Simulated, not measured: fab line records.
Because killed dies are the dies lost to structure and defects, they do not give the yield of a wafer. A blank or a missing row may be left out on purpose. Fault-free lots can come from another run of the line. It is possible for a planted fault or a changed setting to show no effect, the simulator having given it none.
Which tool was responsible? + flow n5-finfet + 10 lots with 28 wafers sampled at 2 steps, on a route of 1938 steps

## WHAT EACH GAUGE READ, for each wafer
N5_BEOL_M13_CD_MEAS_28 targets a cd of 209.5 nm.
| lot  | measured     | on        | cd-nm (nm)        |
|------|--------------|-----------|-------------------|
| L488 | day 10 14:42 | cd-sem-02 | 208.9 208.9 208.4 |
| L489 | day 10 15:14 | cd-sem-01 | 209.1 209.1 209.4 |
| L491 | day 11 13:49 | cd-sem-03 | 209.4 208.9 209.1 |
| L494 | day 12 14:49 | cd-sem-03 | 211.7 209.3 209.2 |
| L496 | day 13 01:33 | cd-sem-03 | 209.6 210.3 209.0 |
| L497 | day 13 14:20 | cd-sem-03 | 210.2 208.7 208.6 |
| L498 | day 13 20:50 | cd-sem-02 | 209.3 209.4 210.2 |
| L503 | day 14 19:41 | cd-sem-01 | 209.6 209.6       |
| L505 | day 15 03:20 | cd-sem-03 | 209.1 208.6       |
| L508 | day 16 07:37 | cd-sem-02 | 210.2 208.1 208.6 |

## TOOL THAT RAN EACH LOT (tool first, then ch and the chambers of the sampled wafers, then the start)
| lot  | N5_BEOL_M13_DESCUM_15              |
|------|------------------------------------|
| L488 | rie-diel-05 ch 0,1,2, day 10 13:50 |
| L489 | rie-diel-05 ch 0,1,3, day 10 14:22 |
| L491 | rie-diel-02 ch 0,2,3, day 11 12:41 |
| L494 | rie-diel-02 ch 2,3, day 12 13:57   |
| L496 | rie-diel-05 ch 0,2,3, day 13 00:34 |
| L497 | rie-diel-04 ch 1,2, day 13 13:28   |
| L498 | rie-diel-04 ch 2,3, day 13 19:58   |
| L503 | rie-diel-04 ch 0,1, day 14 18:42   |
| L505 | rie-diel-04 ch 0,1, day 15 02:21   |
| L508 | rie-diel-02 ch 0,2, day 16 06:35   |
- N5_BEOL_M13_DESCUM_15: chemistry O2, time 7.9 s.

## WHAT THE TOOLS THEMSELVES READ (means of the sampled wafers that have a number; where no wafer has one, the mark that the record gives instead)
N5_BEOL_M13_DESCUM_15.
| lot  | tool        | chamber-pressure-mTorr (mTorr) | drypump-motor-current-A (A) | oes-product-au (a.u.) | rf-vpp-V (V) | showerhead-plenum-p-Torr (Torr) | throttle-valve-pct (%) |
|------|-------------|--------------------------------|-----------------------------|-----------------------|--------------|---------------------------------|------------------------|
| L488 | rie-diel-05 | 19.984                         | 5.5                         | 0.81                  | 242.6        | 2.07                            | 20.45                  |
| L489 | rie-diel-05 | 19.998                         | 5.6                         | 0.78                  | 242.8        | 2.08                            | 20.50                  |
| L491 | rie-diel-02 | 19.991                         | 5.9                         | 0.69                  | 243.7        | 2.09                            | 20.83                  |
| L494 | rie-diel-02 | 20.013                         | 5.8                         | 0.69                  | 243.4        | 2.07                            | 20.86                  |
| L496 | rie-diel-05 | 20.004                         | 5.6                         | 0.75                  | 244.7        | 2.10                            | 20.68                  |
| L497 | rie-diel-04 | 20.002                         | 5.7                         | 0.86                  | 242.9        | 2.12                            | 20.19                  |
| L498 | rie-diel-04 | 19.984                         | 5.3                         | 0.87                  | 244.0        | 2.13                            | 20.28                  |
| L503 | rie-diel-04 | 20.005                         | 6.0                         | 0.78                  | 242.8        | 2.05                            | 20.52                  |
| L505 | rie-diel-04 | 20.018                         | 5.9                         | 0.77                  | 243.8        | 2.05                            | 20.52                  |
| L508 | rie-diel-02 | 19.998                         | 6.0                         | 0.75                  | 243.2        | 2.09                            | 20.70                  |

## THE ANSWER, worked out from the rows above alone
Rule: the usual values come from the lots themselves. Put in order of their means at a reading, lots are off if they are a third of the lots or fewer, leave a main group of 4 or more, and stand apart from it by a gap of 3 or more times the standard deviation of the main group's means; of several such gaps the widest counts. Not used: any main group whose means are identical at the precision the tables above print for the reading. Also off: a lot with no number at a reading for which 4 or more lots have one. Any other lot the step has rows for is counted as sound. Order of review: gauges by route order, followed by the tools' own readings, for which a lot's mean as printed above is used. The first step at which some lot is off is used, and at that step the reading that is off furthest; a lot without a number counts as furthest.
None of the lots is off at any reading shown; this tells nothing.

## WHAT HAD BEEN PUT IN BY THE SIMULATOR
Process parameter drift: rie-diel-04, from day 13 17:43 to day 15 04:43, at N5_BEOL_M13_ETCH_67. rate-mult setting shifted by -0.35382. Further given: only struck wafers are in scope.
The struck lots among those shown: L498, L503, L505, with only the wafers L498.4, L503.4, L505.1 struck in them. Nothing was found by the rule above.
